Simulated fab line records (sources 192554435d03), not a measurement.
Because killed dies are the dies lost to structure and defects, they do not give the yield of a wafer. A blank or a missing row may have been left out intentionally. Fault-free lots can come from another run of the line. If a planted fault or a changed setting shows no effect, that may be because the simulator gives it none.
fab line records	flow n5_finfet
[record] lots = 5	wafers = 15	last_day = 17
route steps=1938 shown BEOL_M13@1694 BEOL_M14@1716
lots that met no fault: from a run of the same line without faults
start_h: start of the lot's first displayed wafer, in hours after the record's first day	wait_h: hours since the lot's step before	" the same as in the row above	L1.1+2: one row covering several wafers at once	- either no value or no given start	* or withheld: withheld	< > ~ a bound
route shown NAME@n: a module of which the file shows steps, and the number in the route of the first	usual: mean/standard deviation taken from wafers without a fault	same: alike in all rows	chamber/n: place in a boat	sites: each site's reading	_std_site: their standard deviation	_edge_site: the outer-site mean with the inner-site mean subtracted	radius_mm: how far each site lies from the wafer's centre	mask NAME#n: copy n	behind: the last tool/chamber to shape the wafer	hold: reason for holding the lot/hours on hold/outcome of the hold	device: which transistor (n, p or np) failed to switch	end of line: at the end of the route, the tests of the same wafers	a step given without rows: its recipe and nothing more	killed: not the wafer's yield, but the dies lost to structure and defects at the first sort	map: per-die view of a wafer (x killed, . not killed, _ where there is no die)
set.NAME: the run value of the setting; set.NAME@STEP: its run value at that earlier step	model.NAME: the simulator's own value behind a step, which no gauge read
lots seen at some steps along the route; tables by step, rows by wafer
services: when a tool's chamber went out of use (start_h, in hours from the record's first day, below 0 if earlier), for how many hours, and the reason
[[steps]]
[step N5_BEOL_M13_ETCH_68]
[recipe] chemistry = N2/H2	target = SOC	mask_material = SiARC	source_w = 3000	bias_w = 350	temp_c = 40	time_s = 355	ion_energy_ev = 200	pressure_mtorr = 30	n2_flow_sccm = 200	h2_flow_sccm = 200
[usual] drypump_motor_current_A = 5.9/0.51	oes_product_au = 0.76/0.091	rf_vpp_V = 524.3/2.7	showerhead_plenum_p_Torr = 2.55/0.092	throttle_valve_pct = 17.73/0.13
lot.wafer	tool	chamber	start_h	wait_h	drypump_motor_current_A	oes_product_au	rf_hours_counter_h	rf_vpp_V	showerhead_plenum_p_Torr	throttle_valve_pct
L082.1	rie_diel-02	1	284.49	0.1	6.2	0.72	179	520.1	2.43	17.73
L082.4	"	3	"	"	6.6	0.90	24	526.1	2.59	17.53
L082.6	"	2	"	"	6.2	0.71	-	523.7	2.52	17.67
L086.2	rie_diel-04	3	313.06	0.1	5.9	0.67	220	525.1	2.61	17.68
L086.5	"	1	"	"	6.0	0.69	-	526.0	2.62	17.90
L086.6	"	3	"	"	6.0	0.67	-	527.0	2.61	17.68
L087.1	rie_diel-03	3	321.16	0.1	5.3	0.70	217	520.7	2.39	17.92
L087.4	"	2	"	"	5.3	0.69	241	523.9	2.51	17.81
L087.6	"	2	"	"	5.3	0.69	-	522.2	2.51	17.84
L094.1	rie_diel-03	2	362.38	0.1	5.3	0.68	254	520.9	2.51	17.83
L094.3	"	0	"	"	5.9	0.87	36	528.5	2.70	17.53
L094.4	"	1	"	"	6.5	0.68	-	523.6	2.50	17.88
L097.3	rie_diel-02	3	380.86	0.1	6.6	0.86	55	524.7	2.58	17.61
L097.4	"	2	"	"	6.1	0.70	224	522.1	2.51	17.73
L097.5	"	1	"	"	6.2	0.71	-	521.1	2.42	17.78
[step N5_BEOL_M13_STRIP_69]
[recipe] chemistry = N2/H2	temp_c = 40	n2_flow_sccm = 200	h2_flow_sccm = 200	rf_frequency_hz = 6e+07
lot.wafer	tool	chamber	start_h	wait_h
L082.1+4+6	rie_diel-02	1,3,2	284.71	0.1
L086.2+5+6	rie_diel-04	3,1,3	313.27	0.1
L087.1+4+6	rie_diel-03	3,2,2	321.37	0.1
L094.1+3+4	rie_diel-03	2,0,1	362.60	0.1
L097.3+4+5	rie_diel-02	3,2,1	381.07	0.1
[step N5_BEOL_M13_TRENCH_ETCH_34]
[recipe] chemistry = C4F8/O2/Ar	target = SiOC	target_depth_a = 4134.7	mask_material = SOC	pressure_mtorr = 30	source_w = 3000	bias_w = 700	Ar_flow_sccm = 400	C4F8_flow_sccm = 15	O2_flow_sccm = 8	he_inner_torr = 15	he_outer_torr = 30	time_s = 162.6	ion_energy_ev = 250
[usual] drypump_motor_current_A = 5.9/0.51	mfc_ar_sccm = 399.8/1.2	oes_product_au = 0.76/0.091	rf_vpp_V = 666/3.3	showerhead_plenum_p_Torr = 3.43/0.12	throttle_valve_pct = 24.16/0.12
lot.wafer	tool	chamber	start_h	wait_h	drypump_motor_current_A	mfc_ar_sccm	oes_product_au	rf_hours_counter_h	rf_vpp_V	showerhead_plenum_p_Torr	throttle_valve_pct
L082.1	rie_diel-02	1	284.72	0.0	6.2	399.0	0.73	180	661	3.28	24.13
L082.4	"	3	"	"	6.6	398.3	0.91	24	667	3.49	24.13
L082.6	"	2	"	"	6.2	402.4	0.71	-	665	3.38	23.97
L086.2	rie_diel-04	3	313.28	0.0	6.0	398.6	0.68	220	668	3.53	24.27
L086.5	"	1	"	"	6.0	397.3	0.69	-	668	3.52	24.30
L086.6	"	3	"	"	6.0	398.8	0.68	-	668	3.53	24.25
L087.1	rie_diel-03	3	321.38	0.0	5.3	398.3	0.69	217	662	3.26	24.45
L087.4	"	2	"	"	5.3	400.9	0.69	241	664	3.36	24.00
L087.6	"	2	"	"	5.3	402.5	0.69	-	663	3.36	23.99
L094.1	rie_diel-03	2	362.61	0.0	5.3	398.6	0.68	254	665	3.36	24.01
L094.3	"	0	"	"	5.9	399.4	0.88	36	671	3.63	24.13
L094.4	"	1	"	"	6.5	400.4	0.68	-	665	3.34	24.26
L097.3	rie_diel-02	3	381.08	0.0	6.6	400.0	0.86	55	667	3.48	24.17
L097.4	"	2	"	"	6.1	399.7	0.68	224	664	3.36	24.04
L097.5	"	1	"	"	6.2	402.2	0.70	-	662	3.27	24.16
[step N5_BEOL_M13_STRIP_70]
[recipe] chemistry = C4F8/O2/Ar	resist = SiARC	rf_frequency_hz = 6e+07
lot.wafer	tool	chamber	start_h	wait_h
L082.1+4+6	rie_diel-02	1,3,2	284.85	0.1
L086.2+5+6	rie_diel-04	3,1,3	313.41	0.1
L087.1+4+6	rie_diel-03	3,2,2	321.51	0.1
L094.1+3+4	rie_diel-03	2,0,1	362.74	0.1
L097.3+4+5	rie_diel-02	3,2,1	381.21	0.1
[step N5_BEOL_M13_OCD_MEAS_35]
[usual] trench_depth_nm = 410/6.3
lot.wafer	tool	chamber	start_h	wait_h	trench_depth_nm
L082.1	ocd-01	-	284.89	0.0	405
L082.4	"	-	"	"	417
L082.6	"	-	"	"	403
L086.2	ocd-01	-	313.45	0.0	408
L086.5	"	-	"	"	407
L086.6	"	-	"	"	408
L087.1	ocd-01	-	321.55	0.0	404
L087.4	"	-	"	"	415
L087.6	"	-	"	"	413
L094.1	ocd-01	-	362.78	0.0	410
L094.3	"	-	"	"	420
L094.4	"	-	"	"	415
L097.3	ocd-01	-	381.26	0.0	417
L097.4	"	-	"	"	403
L097.5	"	-	"	"	397
[step N5_BEOL_M13_STRIP_37]
[recipe] chemistry = N2/H2	power_w = 1000	temp_c = 250	h2_frac = 0.65	overash_fraction = 0.3	pressure_mtorr = withheld	n2_flow_sccm = 1750	h2_flow_sccm = 3250
[usual] drypump_motor_current_A = 5.8/0.39	heater_power_w = 335/27	oes_product_au = 0.785/0.01
lot.wafer	tool	chamber	start_h	wait_h	drypump_motor_current_A	heater_power_w	oes_product_au	rf_hours_counter_h
L082.1	plasma_asher-02	1	284.93	0.0	6.0	332	0.789	79
L082.4	"	0	"	"	6.2	344	0.800	-
L082.6	"	0	"	"	6.2	354	0.768	-
L086.2	plasma_asher-01	0	313.49	0.0	5.2	364	0.784	129
L086.5	"	1	"	"	6.0	296	0.765	-
L086.6	"	0	"	"	5.3	365	0.787	-
L087.1	plasma_asher-01	1	321.59	0.0	6.0	301	0.794	131
L087.4	"	1	"	"	6.0	298	0.784	-
L087.6	"	1	"	"	6.1	302	0.795	-
L094.1	plasma_asher-01	0	362.82	0.0	5.2	357	0.775	138
L094.3	"	1	"	"	6.0	297	0.773	-
L094.4	"	0	"	"	5.2	358	0.769	-
L097.3	plasma_asher-01	0	381.31	0.1	5.2	360	0.782	-
L097.4	"	1	"	"	6.0	296	0.800	-
L097.5	"	1	"	"	6.0	298	0.774	-
[step N5_BEOL_M13_ETCH_38]
[recipe] chemistry = CF4/N2	target = SiCN	target_depth_a = 675	taper_deg = 2	time_s = 71.9	ion_energy_ev = 150	mask_material = SiO2	pressure_mtorr = 40	source_w = 430	bias_w = 70	Ar_flow_sccm = 100	cf4_flow_sccm = 60	n2_flow_sccm = 60
[usual] drypump_motor_current_A = 5.9/0.49	mfc_ar_sccm = 99.95/0.29	oes_product_au = 0.75/0.093	rf_vpp_V = 382.6/2	showerhead_plenum_p_Torr = 2.22/0.08	throttle_valve_pct = 15.47/0.15
lot.wafer	tool	chamber	start_h	wait_h	drypump_motor_current_A	mfc_ar_sccm	oes_product_au	rf_hours_counter_h	rf_vpp_V	showerhead_plenum_p_Torr	throttle_valve_pct
L082.1	rie_diel-03	1	288.39	-	6.5	99.77	0.70	217	382.7	2.17	15.60
L082.4	"	2	"	"	5.3	99.72	0.70	230	382.5	2.18	15.39
L082.6	"	1	"	"	6.5	99.77	0.70	-	381.9	2.17	15.61
L086.2	rie_diel-04	1	314.32	-	6.0	99.71	0.69	201	385.4	2.27	15.57
L086.5	"	3	"	"	6.0	99.98	0.68	-	383.5	2.27	15.54
L086.6	"	1	"	"	6.0	99.95	0.70	-	385.1	2.27	15.59
L087.1	rie_diel-03	3	321.67	-	5.3	99.86	0.70	217	380.6	2.09	15.67
L087.4	"	2	"	"	5.3	99.86	0.69	242	381.9	2.18	15.41
L087.6	"	3	"	"	5.3	100.17	0.70	-	379.7	2.09	15.67
L094.1	rie_diel-04	1	362.90	-	6.0	99.96	0.69	214	384.3	2.27	15.62
L094.3	"	3	"	"	6.0	99.86	0.68	235	384.7	2.27	15.55
L094.4	"	0	"	"	6.3	100.24	0.96	11	384.8	2.35	15.42
L097.3	rie_diel-03	3	381.37	-	5.3	99.76	0.68	234	378.8	2.08	15.68
L097.4	"	3	"	"	5.3	99.36	0.69	-	380.3	2.08	15.69
L097.5	"	1	"	"	6.4	100.02	0.68	-	382.3	2.16	15.68
[step N5_BEOL_M13_PRECLEAN_39]
[recipe] chemistry = residue_remover	time_s = 60	temp_c = 40
lot.wafer	tool	chamber	start_h	wait_h
L082.1+4+6	wet_bench-06	1,3,5	288.52	0.1
L086.2+5+6	wet_bench-06	3,4,7	314.44	0.1
L087.1+4+6	wet_bench-01	7,0,6	321.80	0.1
L094.1+3+4	wet_bench-06	1,2,3	363.03	0.1
L097.3+4+5	wet_bench-04	4,5,0	381.50	0.1
[step N5_BEOL_M13_SRD_40]
[recipe] time_s = 30	temp_c = 23	rinse_liquid = diw	dry = n2_spin	spin_rpm = 1500	dry_time_s = 30
lot.wafer	tool	chamber	start_h	wait_h
L082.1+4+6	wet_bench-06	1,3,5	288.54	0.0
L086.2+5+6	wet_bench-06	3,4,7	314.47	0.0
L087.1+4+6	wet_bench-01	7,0,6	321.82	0.0
L094.1+3+4	wet_bench-06	1,2,3	363.05	0.0
L097.3+4+5	wet_bench-04	4,5,0	381.52	0.0
[step N5_BEOL_M13_DEGAS_41]
[recipe] ambient = vacuum	temp_c = 250	time_s = 60
[usual] heater_power_w = 340/31
lot.wafer	tool	chamber	start_h	wait_h	heater_power_w
L082.1	pvd_sputter-01	-	288.74	0.2	298
L082.4	"	-	"	"	373
L082.6	"	-	"	"	290
L086.2	pvd_sputter-01	-	314.78	0.3	386
L086.5	"	-	"	"	381
L086.6	"	-	"	"	380
L087.1	pvd_sputter-01	-	322.01	0.2	378
L087.4	"	-	"	"	322
L087.6	"	-	"	"	374
L094.1	pvd_sputter-03	-	363.20	0.1	352
L094.3	"	-	"	"	284
L094.4	"	-	"	"	316
L097.3	pvd_sputter-02	-	381.62	0.1	348
L097.4	"	-	"	"	353
L097.5	"	-	"	"	344
[step N5_BEOL_M13_PRE_CLEAN_42]
[recipe] gas = H2/He	time_s = 30	temp_c = 250
[usual] heater_power_w = 341/30
lot.wafer	tool	chamber	start_h	wait_h	heater_power_w
L082.1	pvd_sputter-01	-	288.78	0.0	302
L082.4	"	-	"	"	381
L082.6	"	-	"	"	291
L086.2	pvd_sputter-01	-	314.82	0.0	379
L086.5	"	-	"	"	376
L086.6	"	-	"	"	375
L087.1	pvd_sputter-01	-	322.05	0.0	376
L087.4	"	-	"	"	324
L087.6	"	-	"	"	373
L094.1	pvd_sputter-03	-	363.24	0.0	342
L094.3	"	-	"	"	282
L094.4	"	-	"	"	314
L097.3	pvd_sputter-02	-	381.66	0.0	345
L097.4	"	-	"	"	346
L097.5	"	-	"	"	351
[step N5_BEOL_M13_SPUTTER_43]
[recipe] material = TaN	target_thk_a = 150	temp_c = 50	bias_v = 168.6	power_w = 15000	chamber_pressure_pa = 0.12	time_s = 24.19
[usual] throttle_valve_pct = 29.9/1.3
lot.wafer	tool	chamber	start_h	wait_h	throttle_valve_pct
L082.1	pvd_sputter-01	-	288.82	0.0	30.5
L082.4	"	-	"	"	27.9
L082.6	"	-	"	"	30.5
L086.2	pvd_sputter-01	-	314.86	0.0	29.2
L086.5	"	-	"	"	29.4
L086.6	"	-	"	"	27.9
L087.1	pvd_sputter-01	-	322.09	0.0	28.1
L087.4	"	-	"	"	31.5
L087.6	"	-	"	"	28.0
L094.1	pvd_sputter-03	-	363.28	0.0	28.4
L094.3	"	-	"	"	28.7
L094.4	"	-	"	"	28.7
L097.3	pvd_sputter-02	-	381.70	0.0	30.9
L097.4	"	-	"	"	30.7
L097.5	"	-	"	"	30.9
[step N5_BEOL_M13_SPUTTER_44]
[recipe] material = Ta	target_thk_a = 100	temp_c = 50	bias_v = 80	power_w = 15000	chamber_pressure_pa = 0.07	time_s = 16.13
[usual] throttle_valve_pct = 29.9/1.3
lot.wafer	tool	chamber	start_h	wait_h	throttle_valve_pct
L082.1	pvd_sputter-01	-	288.90	0.0	30.2
L082.4	"	-	"	"	27.6
L082.6	"	-	"	"	30.5
L086.2	pvd_sputter-01	-	314.94	0.0	29.1
L086.5	"	-	"	"	28.8
L086.6	"	-	"	"	27.8
L087.1	pvd_sputter-01	-	322.17	0.0	28.1
L087.4	"	-	"	"	31.3
L087.6	"	-	"	"	27.7
L094.1	pvd_sputter-03	-	363.36	0.0	28.5
L094.3	"	-	"	"	28.5
L094.4	"	-	"	"	28.7
L097.3	pvd_sputter-02	-	381.78	0.0	30.9
L097.4	"	-	"	"	30.8
L097.5	"	-	"	"	30.8
[step N5_BEOL_M13_SPUTTER_45]
[recipe] material = Cu	target_thk_a = 800	temp_c = -20	bias_v = 60	power_w = 26000	chamber_pressure_pa = 0.13	time_s = 13.33
[usual] throttle_valve_pct = 29.9/1.3
lot.wafer	tool	chamber	start_h	wait_h	throttle_valve_pct
L082.1	pvd_sputter-01	-	288.98	0.0	30.3
L082.4	"	-	"	"	28.0
L082.6	"	-	"	"	30.6
L086.2	pvd_sputter-01	-	315.02	0.0	29.2
L086.5	"	-	"	"	28.8
L086.6	"	-	"	"	28.0
L087.1	pvd_sputter-01	-	322.25	0.0	28.2
L087.4	"	-	"	"	31.6
L087.6	"	-	"	"	28.2
L094.1	pvd_sputter-03	-	363.44	0.0	28.2
L094.3	"	-	"	"	28.3
L094.4	"	-	"	"	28.6
L097.3	pvd_sputter-02	-	381.86	0.0	30.8
L097.4	"	-	"	"	31.0
L097.5	"	-	"	"	30.9
[step N5_BEOL_M13_ECD_47]
[recipe] material = Cu	target_thk_a = 9360
lot.wafer	tool	chamber	start_h	wait_h
L082.1+4+6	ecd_cu-01	1,1,0	289.10	0.1
L086.2+5+6	ecd_cu-01	1,0,1	315.13	0.1
L087.1+4+6	ecd_cu-02	0,0,1	322.36	0.1
L094.1+3+4	ecd_cu-01	1,0,1	363.57	0.1
L097.3+4+5	ecd_cu-02	0,1,1	382.02	0.1
[step N5_BEOL_M13_ANNEAL_48]
[recipe] temp_c = 225	time_s = 90	ambient = N2
[usual] wafer_temp_C_max = 226.08/0.25
lot.wafer	tool	chamber	start_h	wait_h	wafer_temp_C_max
L082.1	rtp_anneal-02	0	289.26	0.1	225.89
L082.4	"	0	"	"	226.32
L082.6	"	0	"	"	225.81
L086.2	rtp_anneal-02	0	315.60	0.4	226.17
L086.5	"	0	"	"	226.00
L086.6	"	0	"	"	226.42
L087.1	rtp_anneal-01	0	322.53	0.1	225.84
L087.4	"	0	"	"	226.32
L087.6	"	0	"	"	226.20
L094.1	rtp_anneal-01	0	364.86	1.2	225.80
L094.3	"	0	"	"	225.92
L094.4	"	0	"	"	226.17
L097.3	rtp_anneal-01	0	382.23	0.2	226.06
L097.4	"	0	"	"	226.12
L097.5	"	0	"	"	226.24
[step N5_BEOL_M13_CMP_49]
[recipe] stop_on = SiOC	t_overpolish_s = 17.1	down_force_psi = 1	platen_rpm = 50	clearing_platen_down_force_psi = 1.5	clearing_platen_rpm = 50	post_cmp_clean = cu_alkaline	target_thk_nm = 420	clearing_platen_pad_velocity_m_s = 0.99484	pad_velocity_m_s = 0.99484
[usual] barrier_field_endpoint_s = 30.1/0.8	clearing_platen_rpm = 49.997/0.029	motor_current_A = 6.1/0.6	overpolish_run_s = 17.101/0.0085	pad_life_wafers = 1076/710	slurry_flow_ml_min = 150.0/0.47
[same] t_overpolish_s = 17.1
lot.wafer	tool	chamber	start_h	wait_h	barrier_field_endpoint_s	clearing_platen_rpm	motor_current_A	overpolish_run_s	pad_life_wafers	slurry_flow_ml_min
L082.1	cmp-02	3	289.60	0.3	29.9	49.990	6.7	17.101	1855	150.0
L082.4	"	1	"	"	28.8	49.990	5.4	17.113	1857	150.5
L082.6	"	3	"	"	29.1	50.017	6.4	17.101	-	150.4
L086.2	cmp-04	0	316.47	0.8	31.1	50.006	6.0	17.101	1518	149.6
L086.6	"	0	"	"	30.2	49.973	5.8	17.110	-	149.9
L086.5	"	1	"	"	30.2	49.980	4.4	17.100	-	149.6
L087.1	cmp-04	2	322.90	0.3	30.1	49.989	5.8	17.106	1598	149.7
L087.4	"	3	"	"	31.0	50.003	6.0	17.094	1599	150.1
L087.6	"	0	"	"	30.5	49.961	5.6	17.098	-	149.2
L094.1	cmp-01	3	365.17	0.3	30.9	49.988	6.4	17.112	894	150.8
L094.4	"	1	"	"	28.6	49.985	6.6	17.113	896	150.2
L094.3	"	2	"	"	29.3	50.005	6.0	17.095	897	149.8
L097.3	cmp-04	2	383.02	0.8	30.3	49.985	5.9	17.090	2112	150.1
L097.4	"	1	"	"	29.0	50.022	5.0	17.097	2115	150.0
L097.5	"	2	"	"	30.1	50.013	5.8	17.093	-	150.0
[step N5_BEOL_M13_THK_MEAS_50]
[recipe] thk_meas_gauge = xrf	reads = Cu_of_BEOL_M13_ECD_47
[usual] M13_THK = 418/7
lot.wafer	tool	chamber	start_h	wait_h	M13_THK[nm]
L082.1	film_metro-02	-	289.85	-	407
L082.4	"	-	"	"	420
L082.6	"	-	"	"	408
L086.2	film_metro-02	-	316.77	-	414
L086.5	"	-	"	"	414
L086.6	"	-	"	"	417
L087.1	film_metro-01	-	323.12	-	413
L087.4	"	-	"	"	425
L087.6	"	-	"	"	421
L094.1	film_metro-02	-	365.47	-	419
L094.3	"	-	"	"	422
L094.4	"	-	"	"	420
L097.3	film_metro-01	-	383.32	-	424
L097.4	"	-	"	"	412
L097.5	"	-	"	"	403
[step N5_BEOL_M13_PRE_CLEAN_52]
[recipe] gas = NH3	time_s = 15	temp_c = withheld	rf_power_w = 300
lot.wafer	tool	chamber	start_h	wait_h
L082.1+4+6	pecvd-01	2,1,2	289.89	0.0
L086.2+5+6	pecvd-01	2,0,1	316.80	0.0
L087.1+4+6	pecvd-04	2,1,2	323.16	0.0
L094.1+3+4	pecvd-01	2,0,0	365.51	0.0
L097.3+4+5	pecvd-01	0,1,0	383.36	0.0
[step N5_BEOL_M13_DEP_53]
[recipe] material = SiCN	target_thk_a = 500	temp_c = withheld	precursor = 3MS/NH3	pressure_torr = 3	rf_w = 675	time_s = 17.8
[usual] showerhead_plenum_p_Torr = 4.173/0.027	throttle_valve_pct = 18.1/1
lot.wafer	tool	chamber	start_h	wait_h	showerhead_plenum_p_Torr	throttle_valve_pct
L082.1	pecvd-01	2	289.93	0.0	4.157	16.4
L082.4	"	1	"	"	4.197	17.9
L082.6	"	2	"	"	4.163	16.8
L086.2	pecvd-01	2	316.83	0.0	4.147	16.7
L086.5	"	0	"	"	4.147	19.2
L086.6	"	1	"	"	4.191	17.6
L087.1	pecvd-04	2	323.18	0.0	4.153	16.9
L087.4	"	1	"	"	4.184	17.5
L087.6	"	2	"	"	4.153	17.0
L094.1	pecvd-01	2	365.53	0.0	4.143	16.9
L094.3	"	0	"	"	4.146	19.1
L094.4	"	0	"	"	4.149	19.2
L097.3	pecvd-01	0	383.38	0.0	4.140	19.5
L097.4	"	1	"	"	4.190	17.8
L097.5	"	0	"	"	4.149	19.1
[step N5_BEOL_M13_RS_MEAS_54]
[recipe] thk_meas_gauge = four-point-probe	reads = Cu_of_BEOL_M13_ECD_47+Ta_of_BEOL_M13_SPUTTER_44+TaN_of_BEOL_M13_SPUTTER_43
[usual] M13_RS = 0.0452/0.0007
lot.wafer	tool	chamber	start_h	wait_h	M13_RS[ohm/sq]
L082.1	film_metro-02	-	290.01	0.1	0.0460
L082.4	"	-	"	"	0.0448
L082.6	"	-	"	"	0.0462
L086.2	film_metro-02	-	316.90	0.1	0.0455
L086.5	"	-	"	"	0.0457
L086.6	"	-	"	"	0.0455
L087.1	film_metro-02	-	323.25	0.0	0.0461
L087.4	"	-	"	"	0.0447
L087.6	"	-	"	"	0.0450
L094.1	film_metro-02	-	365.60	0.0	0.0451
L094.3	"	-	"	"	0.0443
L094.4	"	-	"	"	0.0448
L097.3	film_metro-01	-	383.45	0.1	0.0447
L097.4	"	-	"	"	0.0462
L097.5	"	-	"	"	0.0470
[step N5_BEOL_M13_INSPECT_55]
[recipe] inspect_instrument = darkfield	mode = post_dep
[usual] raw_defect_count = 70/22
lot.wafer	tool	chamber	start_h	wait_h	raw_defect_count
L082.1	defect_inspect-02	-	290.04	0.0	90
L082.4	"	-	"	"	32
L082.6	"	-	"	"	70
L086.2	defect_inspect-01	-	316.92	0.0	81
L086.5	"	-	"	"	60
L086.6	"	-	"	"	63
L087.1	defect_inspect-01	-	323.27	0.0	56
L087.4	"	-	"	"	63
L087.6	"	-	"	"	97
L094.1	defect_inspect-02	-	365.62	0.0	45
L094.3	"	-	"	"	71
L094.4	"	-	"	"	72
L097.3	defect_inspect-01	-	383.48	0.0	60
L097.4	"	-	"	"	65
L097.5	"	-	"	"	79
[step N5_BEOL_M14_ILD_DEP_00]
[recipe] material = SiO2	target_thk_a = 11193	temp_c = 400	precursor = TEOS/O2	pressure_torr = 6.5	rf_w = 900	teos_flow_sccm = 161.4	gas = O2	flow_sccm = 2650	time_s = 237.4
[usual] heater_power_w = 560/130	showerhead_plenum_p_Torr = 8.37/0.04	throttle_valve_pct = 18.8/1
lot.wafer	tool	chamber	start_h	wait_h	heater_power_w	showerhead_plenum_p_Torr	throttle_valve_pct
L082.1	pecvd-03	0	290.07	0.0	692	8.42	19.5
L082.4	"	1	"	"	439	8.41	20.1
L082.6	"	0	"	"	532	8.44	19.2
L086.2	pecvd-03	2	316.96	0.0	598	8.35	17.5
L086.5	"	2	"	"	436	8.33	17.3
L086.6	"	1	"	"	551	8.39	19.8
L087.1	pecvd-03	2	323.31	0.0	565	8.33	17.5
L087.4	"	0	"	"	515	8.40	19.8
L087.6	"	1	"	"	438	8.42	20.0
L094.1	pecvd-02	1	365.66	0.0	364	8.35	19.9
L094.3	"	2	"	"	442	8.35	18.7
L094.4	"	1	"	"	421	8.37	20.0
L097.3	pecvd-03	0	383.51	0.0	661	8.44	19.6
L097.4	"	0	"	"	519	8.44	20.0
L097.5	"	2	"	"	442	8.32	17.7
[step N5_BEOL_M14_THK_MEAS_01]
[recipe] reads = SiO2_of_BEOL_M14_ILD_DEP_00
[usual] M14_ILD_THK = 1125/15
lot.wafer	tool	chamber	start_h	wait_h	M14_ILD_THK[nm]
L082.1	film_metro-01	-	290.26	0.1	1125
L082.4	"	-	"	"	1146
L082.6	"	-	"	"	1137
L086.2	film_metro-02	-	317.16	0.1	1119
L086.5	"	-	"	"	1138
L086.6	"	-	"	"	1152
L087.1	film_metro-02	-	323.50	0.1	1127
L087.4	"	-	"	"	1143
L087.6	"	-	"	"	1150
L094.1	film_metro-01	-	365.85	0.1	1105
L094.3	"	-	"	"	1116
L094.4	"	-	"	"	1141
L097.3	film_metro-02	-	383.70	0.1	1130
L097.4	"	-	"	"	1153
L097.5	"	-	"	"	1140
[step N5_BEOL_M14_COAT_58]
[recipe] resist = BARC	temp_c = 205	time_s = 60	spin_rpm = 1500	resist_thk_nm = 89
lot.wafer	tool	chamber	start_h	wait_h
L082.1+4+6	litho_track-04	0	290.30	0.0
L086.2+5+6	litho_track-05	0	317.19	0.0
L087.1+4+6	litho_track-01	0	323.53	0.0
L094.1+3+4	litho_track-04	0	365.88	0.0
L097.3+4+5	litho_track-01	0	383.73	0.0
[step N5_BEOL_M14_COAT_04]
[recipe] spin_rpm = 1704	resist_thk_nm = 800
lot.wafer	tool	chamber	start_h	wait_h
L082.1+4+6	litho_track-04	0	-	-
L086.2+5+6	litho_track-05	0	-	-
L087.1+4+6	litho_track-01	0	-	-
L094.1+3+4	litho_track-04	0	-	-
L097.3+4+5	litho_track-01	0	-	-
[step N5_BEOL_M14_EBR_06]
[recipe] solvent = PGMEA	ebr_width_mm = 1.5
lot.wafer	tool	chamber	start_h	wait_h
L082.1+4+6	litho_track-04	0	-	-
L086.2+5+6	litho_track-05	0	-	-
L087.1+4+6	litho_track-01	0	-	-
L094.1+3+4	litho_track-04	0	-	-
L097.3+4+5	litho_track-01	0	-	-
[step N5_BEOL_M14_SOFTBAKE_05]
[recipe] temp_c = 130	time_s = 60
lot.wafer	tool	chamber	start_h	wait_h
L082.1+4+6	litho_track-04	0	-	-
L086.2+5+6	litho_track-05	0	-	-
L087.1+4+6	litho_track-01	0	-	-
L094.1+3+4	litho_track-04	0	-	-
L097.3+4+5	litho_track-01	0	-	-
[[services]]
tool	chamber	start_h	hours	kind
plasma_asher-01	-	263.14	2.8	pm
litho_track-04	-	274.28	-	consumable_replace:filter
pecvd-03	0	275.91	7.4	repair
pecvd-01	0	278.24	12.8	repair
pecvd-04	-	278.25	1.6	repair
pvd_sputter-03	-	279.46	4.2	repair
ecd_cu-01	-	290.00	6.6	pm
pecvd-03	1	301.75	6.2	repair
pecvd-02	-	308.21	5.5	pm
cmp-02	-	313.69	4.0	pm
cmp-01	-	313.93	4.5	pm
rie_diel-04	2	316.38	2.4	repair
cmp-02	-	320.54	0.4	repair
rie_diel-02	1	327.06	13.8	repair
rie_diel-03	2	333.27	7.1	repair
rie_diel-03	3	347.79	18.3	repair
rie_diel-03	2	366.13	-	clean
rie_diel-03	2	366.13	-	consumable_replace:esc
rie_diel-03	2	366.13	-	consumable_replace:focus_ring
rie_diel-03	2	366.13	23.7	scheduled_down
rie_diel-03	2	366.13	23.7	vent_cycle
pecvd-03	-	372.48	4.3	pm
pecvd-02	-	375.70	1.7	repair
cmp-02	-	379.66	5.3	pm
[[key]]
fault none
